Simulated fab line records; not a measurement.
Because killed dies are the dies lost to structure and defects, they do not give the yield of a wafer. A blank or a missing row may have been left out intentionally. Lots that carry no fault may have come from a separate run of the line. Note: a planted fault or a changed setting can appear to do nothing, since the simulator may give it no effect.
8D (eight disciplines) problem report, filled in by code	flow n5Finfet	the parts of the form that need people (team, actions taken, sign-off) are left out

1. THE ISSUE
plateTempC at N5_BEOL_M11_COAT_63 reads a mean of 259.01 C on 6 wafers of 2 lots; wafers without a fault read 249.98 C with a standard deviation of 0.19. That is +48 standard deviations from the usual mean.
The step: time 60 s, resist thk 100 nm.
The first sign was on wafer L214.1 at day 14 17:28, on lithoTrack-03. At this step, 33 wafers from 11 lots have a number in the record. The rule behind "out" and "out of limits": a value lying over 4 standard deviations away from the usual mean. Any other wafer with a number is counted as sound.

2. WHAT IT IS AND WHAT IT IS NOT
question	is	is not
which readings at this step	plateTempC, heaterPowerTotalW	-
which lots	L214, L216	L197, L199, L201, L203, L206, L207, L210, L211, L220
which wafers of those lots	all that have a number	-
read on which tools	lithoTrack-03	lithoTrack-02, lithoTrack-04
when	from day 14 17:28	up to then (24 sound wafers); but 3 sound wafers of L220 came after

3. SUSPECTS, AND WHAT RULES EACH OUT
Counting: a tool at any process step up to the reading remains a suspect when it ran all the lots that are out and ran no sound lot after the first of those.
- lithoTrack-03 at N5_BEOL_M11_COAT_63 (time 60 s, resist thk 100 nm): kept. It processed each lot that is out, first L214 at day 14 17:28, and no sound lot thereafter; up to then, the last sound lot it processed was L203 at day 12 10:02. Its own heaterPowerTotalW, plateTempC readings are out on those wafers.
Remaining after the count: lithoTrack-03 at N5_BEOL_M11_COAT_63.

4. THE CAUSE (what the simulator had put in)
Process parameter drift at N5_BEOL_M11_COAT_63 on lithoTrack-03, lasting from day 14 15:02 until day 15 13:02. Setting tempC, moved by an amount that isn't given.
Counting left only this tool.

5. SEQUENCE OF EFFECTS, ordered by route
One row per reading whose mean, taken over the struck wafers that have a number, lies over 3 standard deviations from the usual. Readings are gone through only where the record gives a usual standard deviation; hours: the median, over the lots, of the time from a lot's start at the first step in this table giving one to that lot's start at this step; sigmas: the change measured in usual standard deviations.
hours	step	reading	usual	on struck wafers	change	sigmas
0	N5_BEOL_M11_COAT_63	heaterPowerTotalW	500.6 W	522.5	+21.9	+12
0	N5_BEOL_M11_COAT_63	plateTempC	249.98 C	259.01	+9.03	+48
Process steps it contains:
- N5_BEOL_M11_COAT_63: time 60 s, resist thk 100 nm.

6. WHAT WOULD HAVE CAUGHT IT SOONER
First out-of-limits reading in this record: day 14 17:28, which is 2 hours after fault onset at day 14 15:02.
